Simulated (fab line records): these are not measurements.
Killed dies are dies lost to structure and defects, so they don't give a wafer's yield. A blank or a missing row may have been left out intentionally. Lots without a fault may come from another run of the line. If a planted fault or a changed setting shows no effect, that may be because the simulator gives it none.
Chamber matching / flow nand harc / 3 sister chambers for NHARC_P_M2_DEP_33 on pecvd-01
The step deposits SiCN, target thk 30 nm. 14 wafers are shown with their chamber, then 7 later ones without.

EACH WAFER AND ITS CHAMBER
wafer=L492.1; chamber=2; heater power w (W)=395
wafer=L492.3; chamber=1; heater power w (W)=617
wafer=L492.5; chamber=0; heater power w (W)=655
wafer=L493.3; chamber=0; heater power w (W)=660
wafer=L493.5; chamber=1; heater power w (W)=579
wafer=L493.6; chamber=0; heater power w (W)=679
wafer=L494.4; chamber=2; heater power w (W)=381
wafer=L494.5; chamber=0; heater power w (W)=721
wafer=L494.6; chamber=1; heater power w (W)=595
wafer=L495.1; chamber=0; heater power w (W)=728
wafer=L495.2; chamber=2; heater power w (W)=445
wafer=L495.3; chamber=1; heater power w (W)=609
wafer=L496.3; chamber=2; heater power w (W)=379
wafer=L496.4; chamber=0; heater power w (W)=668

SIGNATURES, as means of the wafers listed above
reading=heater power w; chamber 0=685.17; chamber 1=600.00; chamber 2=400.00; scatter within a chamber=28.1
Rule: a wafer lies at a distance from a chamber equal to the root of the sum of squares, over the readings, of (its reading less the chamber's mean, divided by the reading's scatter). The wafer belongs to the nearest chamber; if the next one is less than 2 further off, it can't be placed. The scatter: the root of (the sum of the squares of (reading less its chamber's mean) over the shown wafers, divided by (wafers less chambers)).

WAFERS MISSING THEIR CHAMBER
wafer=L496.5; heater power w (W)=630
wafer=L507.3; heater power w (W)=449
wafer=L507.5; heater power w (W)=797
wafer=L507.6; heater power w (W)=508
wafer=L510.1; heater power w (W)=568
wafer=L510.5; heater power w (W)=694
wafer=L510.6; heater power w (W)=569

CHAMBER TAKEN BY EACH
wafer=L496.5; from the rows above=can't be placed: 1 or 0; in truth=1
wafer=L507.3; from the rows above=2; in truth=2
wafer=L507.5; from the rows above=0; in truth=0
wafer=L507.6; from the rows above=can't be placed: 1 or 2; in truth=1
wafer=L510.1; from the rows above=1; in truth=1
wafer=L510.5; from the rows above=0; in truth=0
wafer=L510.6; from the rows above=1; in truth=1
Placed correctly: 5 of 7. Can't be placed from these rows: 2 (the true chamber is among the candidates in 2). 0 placed wrongly.
